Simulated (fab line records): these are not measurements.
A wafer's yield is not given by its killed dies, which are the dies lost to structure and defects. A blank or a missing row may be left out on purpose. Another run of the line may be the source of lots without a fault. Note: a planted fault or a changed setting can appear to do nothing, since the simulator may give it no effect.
Which tool is to blame? :: flow n5Finfet :: 12 lots (36 wafers sampled), 1 step of a 1938-step route

## WHAT THE GAUGES SHOWED, per wafer
N5_BEOL_M12_INSPECT_12: inspects for defects (macro).
lot: L076
measured: day 11 14:55
on: defectInspect-02
rawDefectCount: 1 3 0

lot: L077
measured: day 12 11:02
on: defectInspect-01
rawDefectCount: 2 1 0

lot: L079
measured: day 12 13:20
on: defectInspect-02
rawDefectCount: 2 3 0

lot: L082
measured: day 13 04:16
on: defectInspect-02
rawDefectCount: 2 1 1

lot: L083
measured: day 13 08:34
on: defectInspect-02
rawDefectCount: 1 1 5

lot: L085
measured: day 13 20:50
on: defectInspect-02
rawDefectCount: 2 2 1

lot: L086
measured: day 14 10:42
on: defectInspect-01
rawDefectCount: 1 2 3

lot: L089
measured: day 14 22:00
on: defectInspect-02
rawDefectCount: 1 0 3

lot: L092
measured: day 15 16:42
on: defectInspect-02
rawDefectCount: 2 0 2

lot: L091
measured: day 16 07:16
on: defectInspect-02
rawDefectCount: 0 1 2

lot: L094
measured: day 16 12:19
on: defectInspect-01
rawDefectCount: 2 3 1

lot: L097
measured: day 17 00:27
on: defectInspect-02
rawDefectCount: 4 0 2

## EACH LOT AND THE TOOL THAT RAN IT (in order: tool; ch and the chambers of the sampled wafers; start)
There is no process step in the record ahead of these readings.

## THE ANSWER, worked out from the rows above alone
Rule: usual is defined by the lots themselves. Put in order of their means at a reading, lots are off if they are a third of the lots or fewer, leave a main group of 4 or more, and stand apart from it by a gap of 3 or more times the standard deviation of the main group's means; of several such gaps the widest counts. A main group whose means are all the same, to the digits that the tables above print for the reading, isn't used. Also off: a lot with no number at a reading for which 4 or more lots have one. Where the step has rows for the other lots, those lots are counted as sound.
Across all readings shown, no lot is off: no conclusion can be drawn from this.

## WHAT WAS PUT IN BY THE SIMULATOR
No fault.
